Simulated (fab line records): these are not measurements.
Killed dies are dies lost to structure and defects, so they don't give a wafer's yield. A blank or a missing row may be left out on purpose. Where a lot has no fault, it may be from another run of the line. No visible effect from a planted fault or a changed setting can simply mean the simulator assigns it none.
Which tool is to blame? :: flow n5_finfet :: 29 wafers from 11 lots sampled at 7 of the route's 1938 steps

== WHAT EACH GAUGE READ, for each wafer ==
N5_BEOL_M9_OVL_MEAS_29.
lot: L228
measured: day 10 01:43
on: overlay-01
V8_OVL (nm): -1.1 -1.6 0.4

lot: L232
measured: day 10 11:50
on: overlay-01
V8_OVL (nm): -0.4 1.5 1.8

lot: L230
measured: day 10 21:30
on: overlay-02
V8_OVL (nm): 0.3 0.2 -0.2

lot: L236
measured: day 11 14:46
on: overlay-01
V8_OVL (nm): -0.7 0.9

lot: L237
measured: day 11 19:23
on: overlay-01
V8_OVL (nm): -0.5 -0.6 0.4

lot: L239
measured: day 12 15:22
on: overlay-01
V8_OVL (nm): 1.3 0.7 0.0

lot: L240
measured: day 13 04:59
on: overlay-02
V8_OVL (nm): -0.1 0.2 -0.3

lot: L243
measured: day 13 08:29
on: overlay-01
V8_OVL (nm): 0.2 -0.8 0.8

lot: L249
measured: day 14 21:31
on: overlay-01
V8_OVL (nm): 0.2

lot: L250
measured: day 15 00:37
on: overlay-02
V8_OVL (nm): -0.7 0.1

lot: L251
measured: day 15 08:04
on: overlay-01
V8_OVL (nm): -0.2 0.7 -0.4

N5_BEOL_M9_OCD_MEAS_38.
lot: L228
measured: day 10 02:47
on: ocd-02
trench_depth_nm (nm): 150.8 149.7 148.5

lot: L232
measured: day 10 12:22
on: ocd-02
trench_depth_nm (nm): 150.4 148.6 151.0

lot: L230
measured: day 10 22:03
on: ocd-01
trench_depth_nm (nm): 152.2 149.8 153.0

lot: L236
measured: day 11 15:19
on: ocd-01
trench_depth_nm (nm): 155.4 151.9

lot: L237
measured: day 11 19:56
on: ocd-02
trench_depth_nm (nm): 150.4 148.6 150.0

lot: L239
measured: day 12 15:55
on: ocd-01
trench_depth_nm (nm): 148.2 150.1 149.0

lot: L240
measured: day 13 05:32
on: ocd-02
trench_depth_nm (nm): 153.6 153.5 153.9

lot: L243
measured: day 13 09:06
on: ocd-01
trench_depth_nm (nm): 153.5 150.2 154.7

lot: L249
measured: day 14 22:13
on: ocd-02
trench_depth_nm (nm): 123.6

lot: L250
measured: day 15 01:10
on: ocd-01
trench_depth_nm (nm): 147.9 150.7

lot: L251
measured: day 15 08:37
on: ocd-02
trench_depth_nm (nm): 150.5 153.0 151.1

N5_BEOL_M9_THK_MEAS_53: measures by xrf.
lot: L228
measured: day 10 05:50
on: film_metro-02
M9_THK (nm): 139.5 137.7 138.0

lot: L232
measured: day 10 15:14
on: film_metro-01
M9_THK (nm): 141.5 136.8 142.2

lot: L230
measured: day 11 00:04
on: film_metro-01
M9_THK (nm): 139.6 137.7 141.8

lot: L236
measured: day 11 17:48
on: film_metro-02
M9_THK (nm): 148.0 143.2

lot: L237
measured: day 11 22:49
on: film_metro-02
M9_THK (nm): 139.7 137.6 139.8

lot: L239
measured: day 12 18:03
on: film_metro-01
M9_THK (nm): 133.6 135.4 135.2

lot: L240
measured: day 13 07:44
on: film_metro-02
M9_THK (nm): 138.9 141.2 140.9

lot: L243
measured: day 13 11:55
on: film_metro-02
M9_THK (nm): 139.9 138.6 141.7

lot: L249
measured: day 15 00:53
on: film_metro-01
M9_THK (nm): 111.6

lot: L250
measured: day 15 04:59
on: film_metro-02
M9_THK (nm): 136.1 138.2

lot: L251
measured: day 15 11:40
on: film_metro-02
M9_THK (nm): 140.2 143.4 139.4

N5_BEOL_M9_RS_MEAS_57: uses a four-point probe to measure.
lot: L228
measured: day 10 05:58
on: film_metro-01
M9_RS (ohm/sq): 0.151 0.154 0.153

lot: L232
measured: day 10 15:24
on: film_metro-02
M9_RS (ohm/sq): 0.150 0.155 0.149

lot: L230
measured: day 11 00:12
on: film_metro-02
M9_RS (ohm/sq): 0.150 0.153 0.147

lot: L236
measured: day 11 17:56
on: film_metro-01
M9_RS (ohm/sq): 0.144 0.149

lot: L237
measured: day 11 22:58
on: film_metro-02
M9_RS (ohm/sq): 0.153 0.155 0.153

lot: L239
measured: day 12 18:11
on: film_metro-01
M9_RS (ohm/sq): 0.157 0.155 0.155

lot: L240
measured: day 13 07:52
on: film_metro-02
M9_RS (ohm/sq): 0.150 0.149 0.149

lot: L243
measured: day 13 12:06
on: film_metro-02
M9_RS (ohm/sq): 0.149 0.150 0.146

lot: L249
measured: day 15 01:01
on: film_metro-02
M9_RS (ohm/sq): 0.193

lot: L250
measured: day 15 05:08
on: film_metro-01
M9_RS (ohm/sq): 0.155 0.154

lot: L251
measured: day 15 11:49
on: film_metro-02
M9_RS (ohm/sq): 0.151 0.148 0.151

== WHAT TOOL EACH LOT RAN ON (gives the tool, then ch and the chambers of the sampled wafers, and finally the start) ==
lot: L228
N5_BEOL_M9_VIA_ETCH_34: rie_diel-06 ch 1,2,3, day 10 02:31
N5_BEOL_M9_TRENCH_ETCH_37: rie_diel-06 ch 1,2,3, day 10 02:37
N5_BEOL_M9_PRE_CLEAN_45: pvd_sputter-03, day 10 03:59

lot: L232
N5_BEOL_M9_VIA_ETCH_34: rie_diel-04 ch 0,1,2, day 10 12:06
N5_BEOL_M9_TRENCH_ETCH_37: rie_diel-04 ch 0,1,2, day 10 12:12
N5_BEOL_M9_PRE_CLEAN_45: pvd_sputter-03, day 10 13:04

lot: L230
N5_BEOL_M9_VIA_ETCH_34: rie_diel-04 ch 0,1,2, day 10 21:47
N5_BEOL_M9_TRENCH_ETCH_37: rie_diel-04 ch 0,1,2, day 10 21:53
N5_BEOL_M9_PRE_CLEAN_45: pvd_sputter-03, day 10 22:40

lot: L236
N5_BEOL_M9_VIA_ETCH_34: rie_diel-02 ch 0,1, day 11 15:02
N5_BEOL_M9_TRENCH_ETCH_37: rie_diel-02 ch 0,1, day 11 15:08
N5_BEOL_M9_PRE_CLEAN_45: pvd_sputter-01, day 11 16:16

lot: L237
N5_BEOL_M9_VIA_ETCH_34: rie_diel-06 ch 1,2, day 11 19:39
N5_BEOL_M9_TRENCH_ETCH_37: rie_diel-06 ch 1,2, day 11 19:45
N5_BEOL_M9_PRE_CLEAN_45: pvd_sputter-01, day 11 21:04

lot: L239
N5_BEOL_M9_VIA_ETCH_34: rie_diel-06 ch 1,2,3, day 12 15:39
N5_BEOL_M9_TRENCH_ETCH_37: rie_diel-06 ch 1,2,3, day 12 15:45
N5_BEOL_M9_PRE_CLEAN_45: pvd_sputter-03, day 12 16:35

lot: L240
N5_BEOL_M9_VIA_ETCH_34: rie_diel-02 ch 0,1,3, day 13 05:16
N5_BEOL_M9_TRENCH_ETCH_37: rie_diel-02 ch 0,1,3, day 13 05:22
N5_BEOL_M9_PRE_CLEAN_45: pvd_sputter-03, day 13 06:11

lot: L243
N5_BEOL_M9_VIA_ETCH_34: rie_diel-04 ch 1,3, day 13 08:49
N5_BEOL_M9_TRENCH_ETCH_37: rie_diel-04 ch 1,3, day 13 08:55
N5_BEOL_M9_PRE_CLEAN_45: pvd_sputter-01, day 13 09:58

lot: L249
N5_BEOL_M9_VIA_ETCH_34: rie_diel-04 ch 0, day 14 21:56
N5_BEOL_M9_TRENCH_ETCH_37: rie_diel-04 ch 0, day 14 22:03
N5_BEOL_M9_PRE_CLEAN_45: pvd_sputter-03, day 14 22:49

lot: L250
N5_BEOL_M9_VIA_ETCH_34: rie_diel-02 ch 2,3, day 15 00:53
N5_BEOL_M9_TRENCH_ETCH_37: rie_diel-02 ch 2,3, day 15 00:59
N5_BEOL_M9_PRE_CLEAN_45: pvd_sputter-03, day 15 01:43

lot: L251
N5_BEOL_M9_VIA_ETCH_34: rie_diel-02 ch 1,3, day 15 08:20
N5_BEOL_M9_TRENCH_ETCH_37: rie_diel-02 ch 1,3, day 15 08:26
N5_BEOL_M9_PRE_CLEAN_45: pvd_sputter-01, day 15 09:18
- N5_BEOL_M9_VIA_ETCH_34: etches SiCOH lowk in C4F6/O2, target depth 182.4 nm, time 68.4 s.
- N5_BEOL_M9_TRENCH_ETCH_37: etches SiCOH lowk in C4F6/O2, target depth 151.43 nm, time 49 s.
- N5_BEOL_M9_PRE_CLEAN_45: time 30 s.

== WHAT THE TOOLS THEMSELVES READ (means of the sampled wafers that have a number; where no wafer has one, the mark that the record gives instead) ==
N5_BEOL_M9_VIA_ETCH_34.
lot: L228
tool: rie_diel-06
bias_w (W): 185.3
drypump_motor_current_A (A): 5.9
oes_product_au (a.u.): 0.80
rf_vpp_V (V): 667
showerhead_plenum_p_Torr (Torr): 2.90
throttle_valve_pct (%): 20.67

lot: L232
tool: rie_diel-04
bias_w (W): 185.2
drypump_motor_current_A (A): 5.5
oes_product_au (a.u.): 0.81
rf_vpp_V (V): 668
showerhead_plenum_p_Torr (Torr): 2.78
throttle_valve_pct (%): 20.83

lot: L230
tool: rie_diel-04
bias_w (W): 185.6
drypump_motor_current_A (A): 5.5
oes_product_au (a.u.): 0.80
rf_vpp_V (V): 668
showerhead_plenum_p_Torr (Torr): 2.78
throttle_valve_pct (%): 20.82

lot: L236
tool: rie_diel-02
bias_w (W): 185.1
drypump_motor_current_A (A): 5.3
oes_product_au (a.u.): 0.80
rf_vpp_V (V): 660
showerhead_plenum_p_Torr (Torr): 2.99
throttle_valve_pct (%): 20.97

lot: L237
tool: rie_diel-06
bias_w (W): 184.9
drypump_motor_current_A (A): 6.1
oes_product_au (a.u.): 0.82
rf_vpp_V (V): 659
showerhead_plenum_p_Torr (Torr): 2.84
throttle_valve_pct (%): 20.64

lot: L239
tool: rie_diel-06
bias_w (W): 184.2
drypump_motor_current_A (A): 5.9
oes_product_au (a.u.): 0.77
rf_vpp_V (V): 668
showerhead_plenum_p_Torr (Torr): 2.89
throttle_valve_pct (%): 20.70

lot: L240
tool: rie_diel-02
bias_w (W): 185.2
drypump_motor_current_A (A): 5.5
oes_product_au (a.u.): 0.79
rf_vpp_V (V): 660
showerhead_plenum_p_Torr (Torr): 2.99
throttle_valve_pct (%): 20.84

lot: L243
tool: rie_diel-04
bias_w (W): 184.8
drypump_motor_current_A (A): 5.9
oes_product_au (a.u.): 0.79
rf_vpp_V (V): 658
showerhead_plenum_p_Torr (Torr): 2.86
throttle_valve_pct (%): 20.99

lot: L249
tool: rie_diel-04
bias_w (W): 186.3
drypump_motor_current_A (A): 5.7
oes_product_au (a.u.): 0.84
rf_vpp_V (V): 671
showerhead_plenum_p_Torr (Torr): 2.75
throttle_valve_pct (%): 20.55

lot: L250
tool: rie_diel-02
bias_w (W): 185.1
drypump_motor_current_A (A): 6.2
oes_product_au (a.u.): 0.76
rf_vpp_V (V): 658
showerhead_plenum_p_Torr (Torr): 2.86
throttle_valve_pct (%): 20.91

lot: L251
tool: rie_diel-02
bias_w (W): 184.7
drypump_motor_current_A (A): 5.7
oes_product_au (a.u.): 0.81
rf_vpp_V (V): 656
showerhead_plenum_p_Torr (Torr): 2.99
throttle_valve_pct (%): 20.62

N5_BEOL_M9_TRENCH_ETCH_37.
lot: L228
tool: rie_diel-06
bias_w (W): 184.6
drypump_motor_current_A (A): 5.9
oes_product_au (a.u.): 0.80
rf_vpp_V (V): 667
showerhead_plenum_p_Torr (Torr): 2.90
throttle_valve_pct (%): 20.69

lot: L232
tool: rie_diel-04
bias_w (W): 184.9
drypump_motor_current_A (A): 5.5
oes_product_au (a.u.): 0.80
rf_vpp_V (V): 667
showerhead_plenum_p_Torr (Torr): 2.78
throttle_valve_pct (%): 20.85

lot: L230
tool: rie_diel-04
bias_w (W): 185.3
drypump_motor_current_A (A): 5.5
oes_product_au (a.u.): 0.80
rf_vpp_V (V): 666
showerhead_plenum_p_Torr (Torr): 2.78
throttle_valve_pct (%): 20.86

lot: L236
tool: rie_diel-02
bias_w (W): 184.6
drypump_motor_current_A (A): 5.3
oes_product_au (a.u.): 0.80
rf_vpp_V (V): 660
showerhead_plenum_p_Torr (Torr): 2.99
throttle_valve_pct (%): 21.00

lot: L237
tool: rie_diel-06
bias_w (W): 184.7
drypump_motor_current_A (A): 6.1
oes_product_au (a.u.): 0.82
rf_vpp_V (V): 660
showerhead_plenum_p_Torr (Torr): 2.84
throttle_valve_pct (%): 20.67

lot: L239
tool: rie_diel-06
bias_w (W): 185.1
drypump_motor_current_A (A): 5.9
oes_product_au (a.u.): 0.78
rf_vpp_V (V): 667
showerhead_plenum_p_Torr (Torr): 2.89
throttle_valve_pct (%): 20.72

lot: L240
tool: rie_diel-02
bias_w (W): 185.0
drypump_motor_current_A (A): 5.5
oes_product_au (a.u.): 0.79
rf_vpp_V (V): 661
showerhead_plenum_p_Torr (Torr): 2.99
throttle_valve_pct (%): 20.87

lot: L243
tool: rie_diel-04
bias_w (W): 185.1
drypump_motor_current_A (A): 5.8
oes_product_au (a.u.): 0.80
rf_vpp_V (V): 657
showerhead_plenum_p_Torr (Torr): 2.86
throttle_valve_pct (%): 21.02

lot: L249
tool: rie_diel-04
bias_w (W): 90.2
drypump_motor_current_A (A): 5.6
oes_product_au (a.u.): 0.75
rf_vpp_V (V): 378
showerhead_plenum_p_Torr (Torr): 2.75
throttle_valve_pct (%): 20.52

lot: L250
tool: rie_diel-02
bias_w (W): 184.6
drypump_motor_current_A (A): 6.2
oes_product_au (a.u.): 0.76
rf_vpp_V (V): 658
showerhead_plenum_p_Torr (Torr): 2.86
throttle_valve_pct (%): 20.92

lot: L251
tool: rie_diel-02
bias_w (W): 184.1
drypump_motor_current_A (A): 5.7
oes_product_au (a.u.): 0.81
rf_vpp_V (V): 656
showerhead_plenum_p_Torr (Torr): 2.99
throttle_valve_pct (%): 20.65

N5_BEOL_M9_PRE_CLEAN_45.
lot: L228
tool: pvd_sputter-03
heater_power_w (W): 352
susceptor_temp_C (C): 250.15

lot: L232
tool: pvd_sputter-03
heater_power_w (W): 329
susceptor_temp_C (C): 249.98

lot: L230
tool: pvd_sputter-03
heater_power_w (W): 353
susceptor_temp_C (C): 249.91

lot: L236
tool: pvd_sputter-01
heater_power_w (W): 308
susceptor_temp_C (C): 250.09

lot: L237
tool: pvd_sputter-01
heater_power_w (W): 297
susceptor_temp_C (C): 249.98

lot: L239
tool: pvd_sputter-03
heater_power_w (W): 358
susceptor_temp_C (C): 249.92

lot: L240
tool: pvd_sputter-03
heater_power_w (W): 334
susceptor_temp_C (C): 250.03

lot: L243
tool: pvd_sputter-01
heater_power_w (W): 316
susceptor_temp_C (C): 250.07

lot: L249
tool: pvd_sputter-03
heater_power_w (W): 338
susceptor_temp_C (C): 250.17

lot: L250
tool: pvd_sputter-03
heater_power_w (W): 346
susceptor_temp_C (C): 249.99

lot: L251
tool: pvd_sputter-01
heater_power_w (W): 366
susceptor_temp_C (C): 250.10

== THE ANSWER, worked out from the rows above alone ==
Rule: what is usual is taken from the lots themselves. The widest of any qualifying gaps counts: lots, ordered by their means at a reading, are off when they make up no more than a third of the lots, leave a main group of 4 or more, and stand apart from it by 3 or more times the standard deviation of that group's means. Not used: any main group whose means are identical at the precision the tables above print for the reading. Also off: a lot with no number at a reading for which 4 or more lots have one. All remaining lots with rows at the step are treated as sound. After the gauges, taken in route order, come the tools' own readings; for these a lot's mean is taken, as printed above. At the first step where some lot is off, the reading lying furthest off is the one used; lots without a number count as furthest.
Off: L249 (N5_BEOL_M9_OCD_MEAS_38, trench_depth_nm). Mean 151.1 nm and standard deviation 1.7 in the main group.
A tool fits if, at a process step before that reading, it ran every lot that is off, and no sound lot after the first of them. The gauges at N5_BEOL_M9_OCD_MEAS_38 aren't tried: what is off there is off at N5_BEOL_M9_THK_MEAS_53 too, on other tools, and a gauge's error can't cause that. One fits: N5_BEOL_M9_VIA_ETCH_34 and N5_BEOL_M9_TRENCH_ETCH_37 on rie_diel-04. At N5_BEOL_M9_VIA_ETCH_34 its last sound lot is L243 (day 13 08:49), its first lot that is off L249 (day 14 21:56): a fault that began between those two fits.

== WHAT WAS PUT IN BY THE SIMULATOR ==
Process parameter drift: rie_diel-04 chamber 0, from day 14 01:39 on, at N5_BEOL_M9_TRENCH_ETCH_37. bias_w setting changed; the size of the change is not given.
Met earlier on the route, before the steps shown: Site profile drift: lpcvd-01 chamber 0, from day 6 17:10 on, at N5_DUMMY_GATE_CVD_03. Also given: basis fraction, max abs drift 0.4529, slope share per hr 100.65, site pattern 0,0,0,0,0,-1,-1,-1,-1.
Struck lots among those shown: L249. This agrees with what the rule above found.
